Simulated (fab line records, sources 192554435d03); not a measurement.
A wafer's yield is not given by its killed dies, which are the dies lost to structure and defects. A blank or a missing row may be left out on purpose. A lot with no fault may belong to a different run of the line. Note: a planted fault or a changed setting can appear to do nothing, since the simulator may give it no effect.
What tool caused it?	flow n5_finfet	8 lots with 24 wafers sampled at 8 steps, on a route of 1938 steps

## WHAT THE GAUGES SHOWED, per wafer
N5_BEOL_M4_RC_MEAS_101. Usual: DIBL_N 36.0 mV/V, standard deviation 1.4; DIBL_P 36.1 mV/V, standard deviation 1.4; IOFF_N 0.153 nA/um, standard deviation 0.02; IOFF_P 0.211 nA/um, standard deviation 0.026; ION_N 673 uA/um, standard deviation 8.7; ION_P 463 uA/um, standard deviation 6.7; SS_N 71.5 mV/dec, standard deviation 0.5; SS_P 73.3 mV/dec, standard deviation 0.54; VT_N 250.1 mV, standard deviation 2.4; VT_P -250.2 mV, standard deviation 2.9.
lot	measured	on	DIBL_N (mV/V)	DIBL_P (mV/V)	IOFF_N (nA/um)	IOFF_P (nA/um)	ION_N (uA/um)	ION_P (uA/um)	SS_N (mV/dec)	SS_P (mV/dec)	VT_N (mV)	VT_P (mV)	flag
L722	day 8 12:31	prober-02	35.0 34.5 35.7	36.0 34.9 36.5	0.147 0.134 0.149	0.215 0.201 0.231	681 671 675	478 469 472	70.4 71.1 71.2	72.5 72.2 72.7	248.7 251.1 250.3	-247.8 -247.9 -247.5	
L723	day 8 12:46	prober-01	36.9 34.7 35.8	35.7 33.8 34.9	0.169 0.130 0.143	0.195 0.173 0.187	674 668 673	459 460 456	72.0 71.6 71.6	73.6 72.5 73.9	250.0 255.9 253.5	-252.6 -253.0 -253.9	
L728	day 10 01:04	prober-01	36.3 34.7 35.5	36.8 34.4 34.8	0.154 0.122 0.134	0.216 0.195 0.189	672 658 662	462 461 455	71.3 70.6 71.8	73.6 72.6 72.5	253.1 253.3 253.9	-250.0 -252.4 -252.3	
L730	day 10 23:22	prober-01	37.4 36.4 38.7	38.2 36.8 39.7	0.177 0.162 0.215	0.241 0.219 0.275	680 678 690	465 466 469	72.0 71.5 72.2	73.2 72.6 73.7	249.7 248.2 247.5	-247.3 -247.1 -246.1	
L732	day 11 23:56	prober-02	39.0 36.5 34.7	39.5 36.3 33.6	0.212 0.155 0.127	0.261 0.206 0.164	686 664 661	467 463 454	72.0 71.4 70.8	74.4 73.7 72.8	245.7 248.2 253.4	-248.4 -250.4 -255.1	
L738	day 13 03:16	prober-01	37.0 36.8 36.0	36.9 36.3 35.9	0.184 0.175 0.165	0.281 0.255 0.241	697 691 681	482 478 467	71.4 71.3 71.2	73.5 73.3 73.2	244.1 244.7 248.3	-239.9 -242.6 -243.3	
L745	day 14 15:33	prober-01	34.3 33.8 34.8	36.0 35.2 36.4	0.141 0.135 0.147	0.198 0.188 0.205	673 665 668	466 460 463	71.7 71.2 71.6	73.2 73.0 73.7	251.4 251.8 250.1	-252.4 -251.7 -252.6	
L743	day 15 11:11	prober-02	34.5 33.6 34.5	36.3 33.6 35.7	0.150 0.121 0.142	0.208 0.162 0.187	664 659 665	459 449 454	70.8 70.5 70.2	73.9 73.1 72.9	246.7 250.9 249.3	-250.5 -253.8 -254.0	

N5_BEOL_M5_INSPECT_58: inspects for defects (darkfield). Usual: raw_defect_count 70, standard deviation 25.
lot	measured	on	raw_defect_count	flag
L722	day 9 00:56	defect_inspect-02	50 67 114	
L723	day 9 01:22	defect_inspect-01	65 58 52	
L728	day 10 15:18	defect_inspect-01	56 48 46	
L730	day 11 12:10	defect_inspect-02	77 64 62	
L732	day 12 13:49	defect_inspect-02	80 93 90	
L738	day 13 16:03	defect_inspect-02	27 44 52	
L745	day 15 07:01	defect_inspect-01	41 69 53	
L743	day 16 01:18	defect_inspect-01	29 51 35	

N5_BEOL_M6_THK_MEAS_01. Usual: M6_ILD_THK 154.8 nm, standard deviation 1.7.
lot	measured	on	M6_ILD_THK (nm)	flag
L722	day 9 01:34	film_metro-02	152.3 154.4 154.5	
L723	day 9 01:59	film_metro-02	152.9 154.5 157.6	
L728	day 10 15:55	film_metro-02	154.8 155.9 156.2	
L730	day 11 12:47	film_metro-02	155.9 154.9 156.1	
L732	day 12 14:55	film_metro-01	152.0 156.2 156.1	
L738	day 13 16:40	film_metro-02	152.6 155.5 156.2	
L745	day 15 07:38	film_metro-02	150.6 156.6 153.3	
L743	day 16 01:55	film_metro-02	153.4 153.4 157.0	

N5_BEOL_M6_CD_MEAS_18: pitch 80 nm, target cd 40 nm. Usual: cd_nm 40.1 nm, standard deviation 0.47.
lot	measured	on	cd_nm (nm)	flag
L722	day 9 05:01	cd_sem-03	39.7 39.9 39.5	
L723	day 9 05:04	cd_sem-01	39.6 40.6 39.9	
L728	day 10 18:13	cd_sem-02	39.5 40.2 40.3	
L730	day 11 15:31	cd_sem-01	40.0 40.3 39.8	
L732	day 12 17:55	cd_sem-03	39.6 40.0 40.2	
L738	day 13 21:17	cd_sem-03	40.5 - 40.0	
L745	day 15 08:55	cd_sem-02	39.6 40.5 39.8	
L743	day 16 05:11	cd_sem-03	40.6 40.6 40.4	

N5_BEOL_M6_OCD_MEAS_38. Usual: trench_depth_nm 93.9 nm, standard deviation 1.4.
lot	measured	on	trench_depth_nm (nm)	flag
L722	day 9 06:08	ocd-01	91.6 93.9 92.0	
L723	day 9 06:14	ocd-01	96.6 94.5 92.8	
L728	day 10 20:46	ocd-01	93.8 94.4 94.7	
L730	day 11 17:56	ocd-02	96.6 95.5 94.5	
L732	day 12 22:33	ocd-02	92.5 93.4 92.4	
L738	day 14 00:01	ocd-01	94.1 - 94.9	
L745	day 15 11:13	ocd-02	95.6 96.0 95.7	
L743	day 16 09:40	ocd-01	92.5 94.9 92.2	

## WHICH TOOL RAN EACH LOT (tool, then ch and the chambers of the sampled wafers, then the start)
lot	N5_BEOL_M5_CO_CAP_78	N5_BEOL_M6_ETCH_62	N5_BEOL_M6_HM_OPEN_17
L722	cvd_co-02 ch 0,1, day 9 00:44	rie_diel-01 ch 0,1,3, day 9 04:39	rie_metal-01 ch 0,1, day 9 04:50
L723	cvd_co-02 ch 0,1,2, day 9 01:10	rie_diel-04 ch 0,1, day 9 04:42	rie_metal-02 ch 1, day 9 04:53
L728	cvd_co-02 ch 0,1,2, day 10 15:07	rie_diel-05 ch 0,1, day 10 17:47	rie_metal-02 ch 0,1, day 10 18:01
L730	cvd_co-02 ch 0,1, day 11 11:57	rie_diel-01 ch 0,1,3, day 11 15:09	rie_metal-03 ch 0,1, day 11 15:20
L732	cvd_co-01 ch 0,2, day 12 13:36	rie_diel-05 ch 1,2, day 12 17:32	rie_metal-02 ch 0,1, day 12 17:45
L738	cvd_co-02 ch 0,1,2, day 13 15:51	rie_diel-01 ch 0,1,2, day 13 20:55	rie_metal-02 ch 0,1, day 13 21:06
L745	cvd_co-01 ch 0,2, day 15 06:49	rie_diel-05 ch 0,3, day 15 08:33	rie_metal-01 ch 0,1, day 15 08:46
L743	cvd_co-01 ch 1,2, day 16 01:05	rie_diel-04 ch 0,1, day 16 04:28	rie_metal-01 ch 0,1, day 16 04:39
- N5_BEOL_M5_CO_CAP_78: material Co, precursor CCTBA/H2, target thk 2 nm, time 102.1 s.
- N5_BEOL_M6_ETCH_62: etches SOC in N2/H2, target depth 110 nm, overetch 22 nm, time 165 s.
- N5_BEOL_M6_HM_OPEN_17: chemistry Cl2/BCl3, target TiN, target depth 20 nm, overetch 6 nm.

## WHAT THE TOOLS THEMSELVES READ (means of the sampled wafers that have a number; where no wafer has one, the mark that the record gives instead)
N5_BEOL_M5_CO_CAP_78. Usual: heater_power_outer_w 131 W, standard deviation 14; heater_power_w 240 W, standard deviation 19.
lot	tool	heater_power_outer_w (W)	heater_power_w (W)	flag
L722	cvd_co-02	113	213	
L723	cvd_co-02	120	230	
L728	cvd_co-02	123	228	
L730	cvd_co-02	113	215	
L732	cvd_co-01	130	237	
L738	cvd_co-02	122	227	
L745	cvd_co-01	136	249	
L743	cvd_co-01	147	258	

N5_BEOL_M6_ETCH_62. Usual: drypump_motor_current_A 5.7 A, standard deviation 0.51; n2_flow_sccm 200.0 sccm, standard deviation 0.63; oes_product_au 0.66 a.u., standard deviation 0.072; rf_vpp_V 523.6 V, standard deviation 2.6; showerhead_plenum_p_Torr 2.53 Torr, standard deviation 0.09; throttle_valve_pct 17.88 %, standard deviation 0.27.
lot	tool	drypump_motor_current_A (A)	n2_flow_sccm (sccm)	oes_product_au (a.u.)	rf_vpp_V (V)	showerhead_plenum_p_Torr (Torr)	throttle_valve_pct (%)	flag
L722	rie_diel-01	5.5	200.4	0.62	522.8	2.49	17.89	
L723	rie_diel-04	5.8	199.7	0.66	520.3	2.44	17.61	
L728	rie_diel-05	5.0	199.4	0.67	524.5	2.58	17.99	
L730	rie_diel-01	5.5	200.2	0.67	522.7	2.48	17.79	
L732	rie_diel-05	5.7	199.5	0.63	525.9	2.59	18.02	
L738	rie_diel-01	5.8	200.0	0.63	520.7	2.45	17.93	
L745	rie_diel-05	5.4	200.1	0.66	521.9	2.47	18.18	
L743	rie_diel-04	5.8	199.9	0.61	520.7	2.42	17.70	

N5_BEOL_M6_HM_OPEN_17. Usual: bcl3_flow_sccm 21.75 sccm, standard deviation 0.067; drypump_motor_current_A 5.5 A, standard deviation 0.44; oes_product_au 0.64 a.u., standard deviation 0.07; throttle_valve_pct 22.09 %, standard deviation 0.15.
lot	tool	bcl3_flow_sccm (sccm)	drypump_motor_current_A (A)	oes_product_au (a.u.)	throttle_valve_pct (%)	flag
L722	rie_metal-01	21.78	5.9	0.63	22.17	
L723	rie_metal-02	21.82	5.7	0.70	21.97	
L728	rie_metal-02	21.72	5.2	0.64	22.14	
L730	rie_metal-03	21.78	5.7	0.73	21.93	
L732	rie_metal-02	21.71	5.5	0.66	22.07	
L738	rie_metal-02	21.77	5.5	0.54	22.29	
L745	rie_metal-01	21.70	5.9	0.58	22.21	
L743	rie_metal-01	21.73	5.9	0.60	22.18	

## THE ANSWER, worked out from the rows above alone
Rule: a lot counts as off when the mean over its wafers that have a number is more than 3 standard deviations away from the usual mean. Also off: a lot with no number at a reading for which 4 or more lots have one. All remaining lots with rows at the step are treated as sound. First the gauges in route order, then the tools' own readings, where a lot's mean is used as printed above. At the first step where some lot is off, the reading lying furthest off is the one used; lots without a number count as furthest.
Nothing can be told from this: no lot is off at any reading shown.

## WHAT THE SIMULATOR PUT IN
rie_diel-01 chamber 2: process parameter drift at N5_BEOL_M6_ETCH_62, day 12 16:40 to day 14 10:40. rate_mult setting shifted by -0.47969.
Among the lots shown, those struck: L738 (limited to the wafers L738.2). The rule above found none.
